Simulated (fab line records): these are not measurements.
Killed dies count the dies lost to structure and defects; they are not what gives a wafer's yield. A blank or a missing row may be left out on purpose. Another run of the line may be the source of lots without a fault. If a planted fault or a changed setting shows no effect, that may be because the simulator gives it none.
2 desks, one fault    flow n5-finfet    each desk holds nothing but its own numbers, with what lay behind them at the end

== FOR THE TOOL OWNER'S DESK: rie-diel-02 ==
The tool's own readings at N5_PASSIVATION_VIA_ETCH_13 (etches SiO2 in CHF3/O2, target depth 660 nm, time 330 s): means of the sampled wafers that have a number, for each lot that ran on this tool. A lot is out of limits, marked OUT, if its mean lies more than 4 standard deviations from the usual mean; the brackets give that distance.
Columns: A = bias-w at N5_PASSIVATION_VIA_ETCH_13, usual 169.9 W; B = drypump-motor-current-A at N5_PASSIVATION_VIA_ETCH_13, usual 5.8 A; C = etch-rf-on-time-s at N5_PASSIVATION_VIA_ETCH_13, usual 235 s; D = oes-product-au at N5_PASSIVATION_VIA_ETCH_13, usual 0.70 a.u.; E = rf-vpp-V at N5_PASSIVATION_VIA_ETCH_13, usual 525 V; F = showerhead-plenum-p-Torr at N5_PASSIVATION_VIA_ETCH_13, usual 2.37 Torr; G = throttle-valve-pct at N5_PASSIVATION_VIA_ETCH_13, usual 18.95 %
lot   first seen here  A                 B    C    D     E    F     G
L435  day 12 19:49     169.9             6.1  243  0.66  528  2.45  19.06
L434  day 13 07:47     170.4             5.8  237  0.69  528  2.41  18.96
L442  day 15 03:45     167.1 (-5.7) OUT  6.0  238  0.71  521  2.41  19.08
This desk's verdict: out of limits on L442, starting with L442 at day 15 03:45 (bias-w at N5_PASSIVATION_VIA_ETCH_13). L435, L434: within limits.

== AT THE METROLOGY DESK ==
What the gauges read, lot by lot, whatever tool the lot ran on: means of the sampled wafers that have a number. A lot is out of limits, marked OUT, if its mean lies more than 4 standard deviations from the usual mean; the brackets give that distance.
Columns: A = cd-nm at N5_MIM_TOP_LITHO_CD_MEAS_08, usual 2000.5 nm
lot   first seen here  A
L435  day 12 16:52     1999.8
L434  day 13 03:01     2001.1
L438  day 13 07:37     1997.0
L442  day 14 23:11     1998.5
L447  day 15 10:47     1997.9
L449  day 16 08:36     1998.6
L451  day 17 00:05     1998.7
L453  day 17 16:07     2002.4
L454  day 17 16:09     2001.2
L455  day 17 16:23     2002.3
L452  day 17 19:25     1999.9
This desk's verdict: no lot among the 11 shows anything out of limits.

== PUT TOGETHER ==
On L442, at day 15 03:45, an alarm was possible from the tool owner's desk.
Nothing out of limits was seen by the metrology desk.
The metrology desk holds a record of L442, inside its limits.
The lots listed all ran N5_PASSIVATION_VIA_ETCH_13 on rie-diel-02.

== WHAT HAD BEEN PUT IN BY THE SIMULATOR ==
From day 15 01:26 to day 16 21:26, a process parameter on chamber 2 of rie-diel-02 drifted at N5_PASSIVATION_VIA_ETCH_13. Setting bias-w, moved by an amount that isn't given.
Shown lots that were struck: L442.
Hours from the fault's start to each desk's first reading out of limits: the tool owner's desk, 2.
